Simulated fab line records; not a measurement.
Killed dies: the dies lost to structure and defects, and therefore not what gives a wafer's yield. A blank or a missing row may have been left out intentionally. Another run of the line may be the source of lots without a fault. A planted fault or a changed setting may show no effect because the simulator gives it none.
fab line records + flow nandHarc
record:
- lots: 11
- wafers: 33
- lastDay: 32
route steps=1302 shown P_ZERO_WELL@18 P_STI@81 END@1302
lots untouched by any fault: they come from a run of this same line in which no faults occurred
startH: hours from the record's opening day to when the first of the lot's shown wafers began + waitH: how many hours have passed since the lot's step before this one + " repeats the value in the row above + L1.1+2: a single row standing in for several wafers + - value missing, or start not given + * or withheld: withheld + < > ~ a bound
route shown NAME@n: NAME is a module with steps in the file, n the number in the route of the first one + usual: mean/standard deviation taken from wafers without a fault + same: alike in all rows + chamber/n: place in a boat + sites: each site's reading + _std_site: the values' standard deviation + _edge_site: the outer-site mean with the inner-site mean subtracted + radiusMm: how far each site lies from the wafer's centre + mask NAME#n: copy n + behind: the most recent tool/chamber to have shaped the wafer + hold: why the lot went on hold/how many hours it stayed there/how the hold came to an end + device: the n, p or np transistor that did not switch + end of line: the same wafers' tests at the end of the route + a step without rows: its recipe alone + killed: dies that structure and defects cost at the first sort, which is not the same as the wafer's yield + map: shows each die of a wafer: x if killed, . if not, _ if none is there
set.NAME: the setting as run; set.NAME@STEP: as run at that earlier step + model.NAME: the simulator's own value behind a step, which no gauge read
steps of the route over a sample of lots; a table a step, a row a wafer
services: the hour from which a tool's chamber was out of use, counted from the record's first day as startH (under 0 if before that day), plus the number of hours and why
== steps ==
step: NHARC_P_ZERO_WELL_ETCH_62
recipe:
- targetDepthA: 130
- timeS: 6.5
- chf3FlowSccm: 50
- arFlowSccm: 200
- rfW: 500
- biasW: 200
- chemistry: CHF3/Ar
usual:
- drypumpMotorCurrentA: 5.71/0.27
- oesProductAu: 0.958/0.018
- rfFwdPowerW: 488.5/2
- rfVppV: 369.3/2.3
- showerheadPlenumPTorr: 2.29/0.092
- throttleValvePct: 20.217/0.0077
| lot.wafer | tool       | chamber | startH | waitH | drypumpMotorCurrentA | oesProductAu | rfFwdPowerW | rfHoursCounterH | rfVppV | showerheadPlenumPTorr | throttleValvePct |
|-----------|------------|---------|--------|-------|----------------------|--------------|-------------|-----------------|--------|-----------------------|------------------|
| L499.2    | rieDiel-11 | 3       | -      | -     | 5.68                 | 0.974        | 486.8       | 38              | 370.9  | 2.36                  | 20.229           |
| L499.1    | "          | 1       | "      | "     | 5.46                 | 0.990        | 493.0       | 41              | 368.6  | 2.26                  | 20.221           |
| L499.6    | "          | 2       | "      | "     | 6.08                 | 0.992        | 489.2       | -               | 368.8  | 2.22                  | 20.213           |
| L500.4    | rieDiel-09 | 1       | -      | -     | 5.44                 | 0.946        | 485.6       | 17              | 373.1  | 2.46                  | 20.210           |
| L500.3    | "          | 2       | "      | "     | 5.84                 | 0.940        | 488.3       | 19              | 373.6  | 2.44                  | 20.218           |
| L500.6    | "          | 0       | "      | "     | 5.31                 | 0.971        | 486.7       | -               | 367.7  | 2.21                  | 20.220           |
| L502.2    | rieDiel-11 | 1       | -      | -     | 5.47                 | 0.992        | 491.9       | 52              | 369.2  | 2.26                  | 20.221           |
| L502.4    | "          | 2       | "      | "     | 6.05                 | 0.980        | 490.8       | 51              | 366.7  | 2.22                  | 20.224           |
| L502.3    | "          | 3       | "      | "     | 5.70                 | 0.942        | 486.9       | 48              | 369.6  | 2.35                  | 20.221           |
| L504.4    | rieDiel-05 | 2       | -      | -     | 6.08                 | 0.966        | 490.6       | 3               | 372.5  | 2.43                  | 20.208           |
| L504.6    | "          | 2       | "      | "     | 6.03                 | 0.956        | 489.4       | -               | 372.9  | 2.44                  | 20.216           |
| L504.5    | "          | 3       | "      | "     | 6.07                 | 0.960        | 487.8       | -               | 371.5  | 2.41                  | 20.212           |
| L505.2    | rieDiel-05 | 1       | -      | -     | 5.77                 | 0.948        | 487.4       | 6               | 368.0  | 2.25                  | 20.226           |
| L505.1    | "          | 3       | "      | "     | 6.07                 | 0.960        | 486.3       | 5               | 372.1  | 2.41                  | 20.208           |
| L505.5    | "          | 0       | "      | "     | 5.56                 | 0.960        | 490.1       | -               | 367.6  | 2.26                  | 20.211           |
| L508.3    | rieDiel-11 | 3       | -      | -     | 5.68                 | 0.968        | 485.9       | 6               | 370.0  | 2.35                  | 20.216           |
| L508.1    | "          | 0       | "      | "     | 5.96                 | 0.997        | 487.9       | 5               | 367.4  | 2.23                  | 20.215           |
| L508.6    | "          | 3       | "      | "     | 5.69                 | 0.953        | 488.1       | -               | 371.4  | 2.35                  | 20.203           |
| L509.2    | rieDiel-09 | 2       | -      | -     | 5.82                 | 0.949        | 488.4       | 49              | 371.8  | 2.43                  | 20.221           |
| L509.4    | "          | 0       | "      | "     | 5.30                 | 0.991        | 488.6       | 48              | 368.5  | 2.20                  | 20.217           |
| L509.3    | "          | 1       | "      | "     | 5.45                 | 0.985        | 487.1       | 48              | 372.0  | 2.45                  | 20.214           |
| L513.3    | rieDiel-05 | 3       | -      | -     | 6.06                 | 0.950        | 486.8       | 37              | 371.9  | 2.40                  | 20.210           |
| L513.2    | "          | 0       | "      | "     | 5.58                 | 0.934        | 487.0       | 37              | 368.3  | 2.25                  | 20.213           |
| L513.6    | "          | 3       | "      | "     | 6.06                 | 0.962        | 486.4       | -               | 372.4  | 2.40                  | 20.216           |
| L516.1    | rieDiel-09 | 2       | -      | -     | 5.85                 | 0.956        | 486.8       | 13              | 371.9  | 2.42                  | 20.218           |
| L516.4    | "          | 2       | "      | "     | 5.88                 | 0.953        | 490.9       | -               | 372.3  | 2.42                  | 20.209           |
| L516.6    | "          | 3       | "      | "     | 5.36                 | 0.967        | 486.4       | -               | 367.2  | 2.21                  | 20.216           |
| L517.1    | rieDiel-11 | 3       | -      | -     | 5.69                 | 0.947        | 489.2       | 33              | 369.8  | 2.34                  | 20.215           |
| L517.3    | "          | 1       | "      | "     | 5.48                 | 0.949        | 491.2       | 36              | 367.6  | 2.24                  | 20.211           |
| L517.4    | "          | 3       | "      | "     | 5.68                 | 0.951        | 485.2       | -               | 369.5  | 2.34                  | 20.230           |
| L520.1    | rieDiel-11 | 0       | -      | -     | 5.97                 | 0.955        | 489.9       | 43              | 366.8  | 2.21                  | 20.203           |
| L520.2    | "          | 1       | "      | "     | 5.48                 | 0.982        | 489.2       | 46              | 368.8  | 2.24                  | 20.217           |
| L520.3    | "          | 2       | "      | "     | 6.07                 | 0.963        | 488.7       | 46              | 365.9  | 2.19                  | 20.215           |
step: NHARC_P_ZERO_WELL_ETCH_63
recipe:
- targetDepthA: 1200
- timeS: 40.1
- hbrFlowSccm: 150
- cl2FlowSccm: 50
- rfW: 400
- icpW: 400
- biasW: 100
- chemistry: HBr/Cl2
usual:
- drypumpMotorCurrentA: 5.7/0.58
- heBacksideLeakSccm: 2.7/0.39
- oesProductAu: 0.998/0.0093
- rfFwdPowerW: 394.9/1.7
- throttleValvePct: 26.405/0.0085
| lot.wafer | tool     | chamber | startH | waitH | drypumpMotorCurrentA | heBacksideLeakSccm | oesProductAu | rfFwdPowerW | rfHoursCounterH | throttleValvePct |
|-----------|----------|---------|--------|-------|----------------------|--------------------|--------------|-------------|-----------------|------------------|
| L499.2    | rieSi-04 | 2       | 21.66  | -     | 5.1                  | 2.9                | 0.995        | 396.4       | 0.1             | 26.406           |
| L499.1    | "        | 1       | "      | "     | 4.7                  | 2.3                | 0.988        | 391.8       | 0.1             | 26.391           |
| L499.6    | "        | 3       | "      | "     | 6.5                  | 3.0                | 1.007        | 395.1       | -               | 26.399           |
| L500.4    | rieSi-01 | 3       | 31.89  | -     | 5.7                  | 3.0                | 1.004        | 395.5       | 0.1             | 26.415           |
| L500.3    | "        | 1       | "      | "     | 6.7                  | 2.7                | 1.001        | 393.6       | 0.1             | 26.400           |
| L500.6    | "        | 3       | "      | "     | 5.7                  | 2.7                | 0.997        | 394.7       | -               | 26.415           |
| L502.2    | rieSi-01 | 3       | 51.67  | -     | 5.7                  | 2.9                | 0.994        | 393.1       | 0.2             | 26.394           |
| L502.3    | "        | 0       | "      | "     | 5.7                  | 2.4                | 0.996        | 397.4       | 0.3             | 26.393           |
| L502.4    | "        | 1       | "      | "     | 6.8                  | 2.5                | 0.997        | 395.0       | 0.2             | 26.403           |
| L504.4    | rieSi-01 | 2       | 71.69  | -     | 6.1                  | 3.5                | 1.020        | 395.0       | 0.3             | 26.411           |
| L504.5    | "        | 0       | "      | "     | 5.6                  | 2.1                | 1.001        | 394.8       | -               | 26.410           |
| L504.6    | "        | 1       | "      | "     | 6.7                  | 2.1                | 0.989        | 394.6       | -               | 26.412           |
| L505.1    | rieSi-06 | 1       | 81.72  | -     | 5.4                  | 2.3                | 1.009        | 395.8       | 0.0             | 26.413           |
| L505.2    | "        | 2       | "      | "     | 5.1                  | 2.8                | 0.974        | 397.6       | 0.0             | 26.388           |
| L505.5    | "        | 0       | "      | "     | 5.4                  | 2.6                | 0.981        | 396.1       | -               | 26.396           |
| L508.1    | rieSi-06 | 1       | 111.67 | -     | 5.4                  | 2.4                | 1.005        | 393.9       | 0.1             | 26.423           |
| L508.3    | "        | 2       | "      | "     | 5.1                  | 2.7                | 0.997        | 398.2       | 0.1             | 26.421           |
| L508.6    | "        | 0       | "      | "     | 5.4                  | 2.1                | 0.981        | 394.4       | -               | 26.394           |
| L509.4    | rieSi-04 | 1       | 121.67 | -     | 4.7                  | 2.4                | 0.991        | 394.3       | 0.6             | 26.406           |
| L509.2    | "        | 2       | "      | "     | 5.1                  | 4.8                | 1.001        | 395.3       | 0.7             | 26.387           |
| L509.3    | "        | 3       | "      | "     | 6.5                  | 2.9                | 0.987        | 395.6       | 0.7             | 26.406           |
| L513.3    | rieSi-01 | 3       | 161.68 | -     | 5.7                  | 3.5                | 1.006        | 393.0       | 1.0             | 26.404           |
| L513.2    | "        | 0       | "      | "     | 5.6                  | 2.3                | 1.001        | 397.9       | 1.0             | 26.397           |
| L513.6    | "        | 1       | "      | "     | 6.7                  | 2.4                | 0.990        | 392.2       | -               | 26.396           |
| L516.4    | rieSi-06 | 1       | 191.71 | -     | 5.3                  | 2.3                | 1.009        | 397.4       | 0.7             | 26.409           |
| L516.1    | "        | 2       | "      | "     | 5.1                  | 4.6                | 0.983        | 394.5       | 0.8             | 26.408           |
| L516.6    | "        | 1       | "      | "     | 5.3                  | 2.3                | 1.007        | 396.5       | -               | 26.415           |
| L517.1    | rieSi-06 | 2       | 201.73 | -     | 5.1                  | 2.7                | 0.999        | 394.0       | 0.9             | 26.399           |
| L517.4    | "        | 3       | "      | "     | 6.0                  | 2.9                | 1.013        | 393.1       | 0.8             | 26.398           |
| L517.3    | "        | 1       | "      | "     | 5.3                  | 2.4                | 1.006        | 394.6       | 0.8             | 26.411           |
| L520.2    | rieSi-06 | 3       | 231.65 | -     | 5.9                  | 2.9                | 1.020        | 395.9       | 1.0             | 26.404           |
| L520.3    | "        | 0       | "      | "     | 5.4                  | 2.7                | 0.992        | 396.6       | 0.9             | 26.411           |
| L520.1    | "        | 1       | "      | "     | 5.3                  | 2.4                | 1.011        | 396.0       | 1.1             | 26.384           |
step: NHARC_P_ZERO_WELL_CD_MEAS_24
recipe:
- targetCdNm: 720
- landingEnergyEv: 500
usual:
- cdNm: 720.0/1.7
| lot.wafer | tool     | chamber | startH | waitH | cdNm  |
|-----------|----------|---------|--------|-------|-------|
| L499.1    | cdSem-01 | 0       | 22.58  | -     | 720.6 |
| L499.2    | "        | 0       | "      | "     | 718.8 |
| L499.6    | "        | 0       | "      | "     | 717.1 |
| L500.3    | cdSem-01 | 0       | 32.82  | -     | 724.2 |
| L500.4    | "        | 0       | "      | "     | 721.0 |
| L500.6    | "        | 0       | "      | "     | 720.2 |
| L502.2    | cdSem-03 | 0       | 52.46  | -     | 719.2 |
| L502.3    | "        | 0       | "      | "     | 719.1 |
| L502.4    | "        | 0       | "      | "     | 720.1 |
| L504.4    | cdSem-01 | 0       | 72.59  | -     | 717.3 |
| L504.5    | "        | 0       | "      | "     | 716.9 |
| L504.6    | "        | 0       | "      | "     | 718.8 |
| L505.1    | cdSem-01 | 0       | 82.62  | -     | 718.0 |
| L505.2    | "        | 0       | "      | "     | 717.2 |
| L505.5    | "        | 0       | "      | "     | 718.4 |
| L508.1    | cdSem-01 | 0       | 112.59 | -     | 720.2 |
| L508.3    | "        | 0       | "      | "     | 722.1 |
| L508.6    | "        | 0       | "      | "     | 721.4 |
| L509.2    | cdSem-03 | 0       | 122.48 | -     | 717.1 |
| L509.3    | "        | 0       | "      | "     | 719.0 |
| L509.4    | "        | 0       | "      | "     | 721.0 |
| L513.2    | cdSem-01 | 0       | 162.58 | -     | 719.8 |
| L513.3    | "        | 0       | "      | "     | 720.9 |
| L513.6    | "        | 0       | "      | "     | 718.7 |
| L516.1    | cdSem-02 | 0       | 192.50 | -     | 718.9 |
| L516.4    | "        | 0       | "      | "     | 718.3 |
| L516.6    | "        | 0       | "      | "     | 720.3 |
| L517.1    | cdSem-03 | 0       | 202.65 | -     | 720.5 |
| L517.3    | "        | 0       | "      | "     | 718.5 |
| L517.4    | "        | 0       | "      | "     | 720.4 |
| L520.1    | cdSem-02 | 0       | 232.57 | -     | 719.7 |
| L520.2    | "        | 0       | "      | "     | 722.3 |
| L520.3    | "        | 0       | "      | "     | 720.3 |
step: NHARC_P_STI_PEB_07
recipe:
- pebTempC: 128
- pebTimeS: 80
usual:
- plateTempC: 128.01/0.14
| lot.wafer | tool          | chamber | startH | waitH | plateTempC |
|-----------|---------------|---------|--------|-------|------------|
| L499.1    | lithoTrack-07 | 0       | 43.83  | 0.1   | 128.19     |
| L499.2    | "             | 0       | "      | "     | 128.17     |
| L499.6    | "             | 0       | "      | "     | 128.10     |
| L500.3    | lithoTrack-07 | 0       | 54.23  | 0.1   | 128.09     |
| L500.4    | "             | 0       | "      | "     | 128.10     |
| L500.6    | "             | 0       | "      | "     | 127.94     |
| L502.2    | lithoTrack-03 | 0       | 72.58  | 0.1   | 128.21     |
| L502.3    | "             | 0       | "      | "     | 128.27     |
| L502.4    | "             | 0       | "      | "     | 128.14     |
| L504.4    | lithoTrack-05 | 0       | 93.90  | 0.0   | 128.07     |
| L504.5    | "             | 0       | "      | "     | 128.05     |
| L504.6    | "             | 0       | "      | "     | 127.94     |
| L505.1    | lithoTrack-05 | 0       | 105.24 | 0.1   | 128.17     |
| L505.2    | "             | 0       | "      | "     | 127.98     |
| L505.5    | "             | 0       | "      | "     | 128.22     |
| L508.1    | lithoTrack-07 | 0       | 136.94 | 0.1   | 127.77     |
| L508.3    | "             | 0       | "      | "     | 127.90     |
| L508.6    | "             | 0       | "      | "     | 127.94     |
| L509.2    | lithoTrack-03 | 0       | 148.06 | 0.1   | 127.98     |
| L509.3    | "             | 0       | "      | "     | 128.00     |
| L509.4    | "             | 0       | "      | "     | 128.14     |
| L513.2    | lithoTrack-05 | 0       | 182.65 | 0.1   | 128.13     |
| L513.3    | "             | 0       | "      | "     | 127.91     |
| L513.6    | "             | 0       | "      | "     | 127.86     |
| L516.1    | lithoTrack-07 | 0       | 213.73 | 0.1   | 128.91     |
| L516.4    | "             | 0       | "      | "     | 128.88     |
| L516.6    | "             | 0       | "      | "     | 128.92     |
| L517.1    | lithoTrack-07 | 0       | 224.49 | 0.1   | 129.03     |
| L517.3    | "             | 0       | "      | "     | 128.89     |
| L517.4    | "             | 0       | "      | "     | 128.99     |
| L520.1    | lithoTrack-05 | 0       | 254.77 | 0.1   | 127.99     |
| L520.2    | "             | 0       | "      | "     | 128.11     |
| L520.3    | "             | 0       | "      | "     | 128.10     |
step: NHARC_P_STI_CD_MEAS_09
recipe:
- targetCdNm: 200
- landingEnergyEv: 500
usual:
- cdNm: 199.8/1.9
| lot.wafer | tool     | chamber | startH | waitH | cdNm  |
|-----------|----------|---------|--------|-------|-------|
| L499.1    | cdSem-03 | 0       | 43.91  | -     | 202.4 |
| L499.2    | "        | 0       | "      | "     | 201.9 |
| L499.6    | "        | 0       | "      | "     | 198.5 |
| L500.3    | cdSem-01 | 0       | 54.32  | -     | 200.3 |
| L500.4    | "        | 0       | "      | "     | 199.7 |
| L500.6    | "        | 0       | "      | "     | 199.0 |
| L502.2    | cdSem-02 | 0       | 72.67  | -     | 203.5 |
| L502.3    | "        | 0       | "      | "     | 198.0 |
| L502.4    | "        | 0       | "      | "     | 197.7 |
| L504.4    | cdSem-03 | 0       | 93.98  | -     | 200.1 |
| L504.5    | "        | 0       | "      | "     | 200.9 |
| L504.6    | "        | 0       | "      | "     | 202.0 |
| L505.1    | cdSem-02 | 0       | 105.32 | -     | 199.9 |
| L505.2    | "        | 0       | "      | "     | 198.3 |
| L505.5    | "        | 0       | "      | "     | 195.9 |
| L508.1    | cdSem-03 | 0       | 137.02 | -     | 200.7 |
| L508.3    | "        | 0       | "      | "     | 198.2 |
| L508.6    | "        | 0       | "      | "     | 197.5 |
| L509.2    | cdSem-03 | 0       | 148.14 | -     | 200.9 |
| L509.3    | "        | 0       | "      | "     | 199.7 |
| L509.4    | "        | 0       | "      | "     | 200.1 |
| L513.2    | cdSem-02 | 0       | 182.74 | -     | 196.4 |
| L513.3    | "        | 0       | "      | "     | 198.8 |
| L513.6    | "        | 0       | "      | "     | 200.1 |
| L516.1    | cdSem-02 | 0       | 213.82 | -     | 204.8 |
| L516.4    | "        | 0       | "      | "     | 206.8 |
| L516.6    | "        | 0       | "      | "     | 207.8 |
| L517.1    | cdSem-01 | 0       | 224.57 | -     | 207.9 |
| L517.3    | "        | 0       | "      | "     | 208.7 |
| L517.4    | "        | 0       | "      | "     | 209.0 |
| L520.1    | cdSem-02 | 0       | 254.86 | -     | 199.7 |
| L520.2    | "        | 0       | "      | "     | 200.9 |
| L520.3    | "        | 0       | "      | "     | 198.3 |
step: NHARC_P_STI_OCD_MEAS_17
usual:
- trenchDepthNm: 300/4.2
- trenchFootCdNm: 157.8/2
| lot.wafer | tool   | chamber | startH | waitH | trenchDepthNm | trenchFootCdNm |
|-----------|--------|---------|--------|-------|---------------|----------------|
| L499.1    | ocd-01 | -       | 44.74  | 0.1   | 298           | 160.8          |
| L499.2    | "      | -       | "      | "     | 306           | 159.4          |
| L499.6    | "      | -       | "      | "     | 305           | 155.8          |
| L500.3    | ocd-02 | -       | 55.11  | 0.1   | 295           | 159.1          |
| L500.4    | "      | -       | "      | "     | 301           | 157.4          |
| L500.6    | "      | -       | "      | "     | 298           | 157.6          |
| L502.2    | ocd-01 | -       | 73.45  | 0.1   | 297           | 162.0          |
| L502.3    | "      | -       | "      | "     | 300           | 155.9          |
| L502.4    | "      | -       | "      | "     | 292           | 156.9          |
| L504.4    | ocd-01 | -       | 94.87  | 0.1   | 297           | 158.1          |
| L504.5    | "      | -       | "      | "     | 297           | 159.4          |
| L504.6    | "      | -       | "      | "     | 300           | 159.9          |
| L505.1    | ocd-02 | -       | 106.10 | 0.1   | 298           | 158.1          |
| L505.2    | "      | -       | "      | "     | 298           | 156.6          |
| L505.5    | "      | -       | "      | "     | 295           | 154.6          |
| L508.1    | ocd-02 | -       | 137.80 | 0.1   | 306           | 158.5          |
| L508.3    | "      | -       | "      | "     | 302           | 155.8          |
| L508.6    | "      | -       | "      | "     | 306           | 154.3          |
| L509.2    | ocd-02 | -       | 148.95 | 0.1   | 299           | 159.0          |
| L509.3    | "      | -       | "      | "     | 300           | 158.6          |
| L509.4    | "      | -       | "      | "     | 300           | 157.7          |
| L513.2    | ocd-02 | -       | 183.54 | 0.1   | 295           | 155.1          |
| L513.3    | "      | -       | "      | "     | 307           | 156.2          |
| L513.6    | "      | -       | "      | "     | 300           | 158.3          |
| L516.1    | ocd-02 | -       | 214.60 | 0.1   | 297           | 162.9          |
| L516.4    | "      | -       | "      | "     | 297           | 165.4          |
| L516.6    | "      | -       | "      | "     | 296           | 166.0          |
| L517.1    | ocd-02 | -       | 225.39 | 0.1   | 307           | 165.1          |
| L517.3    | "      | -       | "      | "     | 296           | 167.2          |
| L517.4    | "      | -       | "      | "     | 303           | 166.6          |
| L520.1    | ocd-01 | -       | 255.69 | 0.1   | 296           | 158.2          |
| L520.2    | "      | -       | "      | "     | 295           | 159.7          |
| L520.3    | "      | -       | "      | "     | 295           | 156.4          |
step: NHARC_END_SORT_01
recipe:
- tempC: 25
usual:
- killedAtArray: 53/21
- killedAtOther: 1.1/1.5
- killedAtPeriphery: 3.9/2.7
- killedDies: 58/21
- killedOpen: 3.4/1.9
- killedShort: 2.3/1.5
same:
- grossDies: 677
| lot.wafer | tool      | chamber | startH | waitH | killedAtArray | killedAtOther | killedAtPeriphery | killedDies | killedOpen | killedShort |
|-----------|-----------|---------|--------|-------|---------------|---------------|-------------------|------------|------------|-------------|
| L513.2    | prober-02 | 0       | 704.44 | 2.8   | 66            | 0             | 2                 | 68         | 0          | 2           |
| L513.3    | prober-02 | 0       | 705.25 | 3.1   | 52            | 0             | 7                 | 59         | 8          | 1           |
| L513.6    | prober-02 | 0       | 707.66 | 4.0   | 58            | 0             | 3                 | 61         | 4          | 6           |
killed by level:class
L513.2 A_CHANNEL_HOLE_D1:chamberFilmFlake=31 A_CHANNEL_HOLE_D2:chamberFilmFlake=28 A_SLIT:chamberFilmFlake=2 A_SOURCE_PLATE:geometricParticle:short=1 A_CHANNEL_FILL_D2:geometricParticle:short=1 P_M0:chamberFilmFlake=1 P_M1:chamberFilmFlake=1 A_STAIRCASE:chamberFilmFlake=1
L513.3 A_CHANNEL_HOLE_D1:chamberFilmFlake=19 A_CHANNEL_HOLE_D2:chamberFilmFlake=19 P_CONTACT:geometricParticle:open=3 A_SLIT:chamberFilmFlake=3 A_BONDPAD:chamberFilmFlake=3 A_DECK1_JOINT:geometricParticle:open=2 P_M0:chamberFilmFlake=2 A_CONTACT:chamberFilmFlake=2
L513.6 A_CHANNEL_HOLE_D1:chamberFilmFlake=24 A_CHANNEL_HOLE_D2:chamberFilmFlake=16 A_BONDPAD:chamberFilmFlake=4 A_SOURCE_PLATE:geometricParticle:short=2 A_SLIT:chamberFilmFlake=2 A_CHANNEL_FILL_D2:chamberFilmFlake=2 A_CONTACT:chamberFilmFlake=2 P_CONTACT:geometricParticle:short=1
== services ==
| tool          | chamber | startH | hours | kind   |
|---------------|---------|--------|-------|--------|
| rieDiel-09    | -       | 6.62   | 2.5   | repair |
| rieSi-06      | 3       | 15.30  | 13.1  | repair |
| rieSi-01      | -       | 16.00  | 9.0   | pm     |
| rieDiel-05    | 3       | 21.56  | 9.9   | repair |
| rieDiel-11    | 1       | 22.45  | 3.0   | repair |
| rieSi-06      | 0       | 34.23  | 18.1  | repair |
| rieDiel-05    | 0       | 48.07  | 2.3   | repair |
| rieDiel-05    | -       | 52.60  | 9.0   | pm     |
| rieSi-06      | -       | 72.00  | 9.0   | pm     |
| rieDiel-09    | 3       | 72.07  | 46.2  | repair |
| lithoTrack-07 | -       | 76.00  | 7.0   | pm     |
| rieDiel-05    | 2       | 76.34  | 6.3   | repair |
| rieDiel-11    | -       | 81.79  | 9.0   | pm     |
| lithoTrack-05 | -       | 124.00 | 7.0   | pm     |
| rieDiel-05    | 0       | 124.09 | 3.5   | repair |
| rieDiel-05    | 2       | 128.11 | 4.4   | repair |
| rieDiel-09    | -       | 143.62 | 9.0   | pm     |
| rieDiel-11    | 3       | 172.14 | 8.8   | repair |
| rieDiel-11    | 0       | 182.85 | 2.5   | repair |
| rieSi-06      | -       | 187.09 | 0.9   | repair |
| rieSi-01      | -       | 193.00 | 9.0   | pm     |
| rieDiel-11    | 0       | 200.53 | 12.7  | repair |
| rieSi-06      | -       | 249.00 | 9.0   | pm     |
| lithoTrack-07 | -       | 251.00 | 7.0   | pm     |
== key ==
firstSign:
- step: NHARC_P_STI_PEB_07
- reading: plateTempC
- direction: up
- sigmas: 6.6
- usual: *
- struck: *
effect:
- step: NHARC_P_STI_CD_MEAS_09
- reading: cdNm
- direction: up
- sigmas: 4.1
- usual: 199.8
- struck: 207.5
effect:
- step: NHARC_P_STI_OCD_MEAS_17
- reading: trenchFootCdNm
- direction: up
- sigmas: 3.9
- usual: 157.8
- struck: 165.5
metAt NHARC_P_STI_PEB_07
struckLots L516,L517
testerLeftOut L516,L517
notActingAt NHARC_P_ZERO_WELL_ETCH_62,NHARC_P_ZERO_WELL_ETCH_63,NHARC_P_ZERO_WELL_CD_MEAS_24
onsetBetween 136.94 213.73
fault:
- kind: processParameterDrift
- tool: lithoTrack-07
- chamber: -
- onsetH: 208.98
- steps: NHARC_P_STI_PEB_07
- channel: pebTempC
- offset: *
- shape: step
- endH: 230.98
- actsIn: *
- stated: *
testerLeftOut: of these lots the tester's yield and bins aren't shown, on N5 and GAA mostly nor the transistor test; their killed dies are dies lost to structure and defects alone, not to doping, threshold or leakage, so they don't give the yield
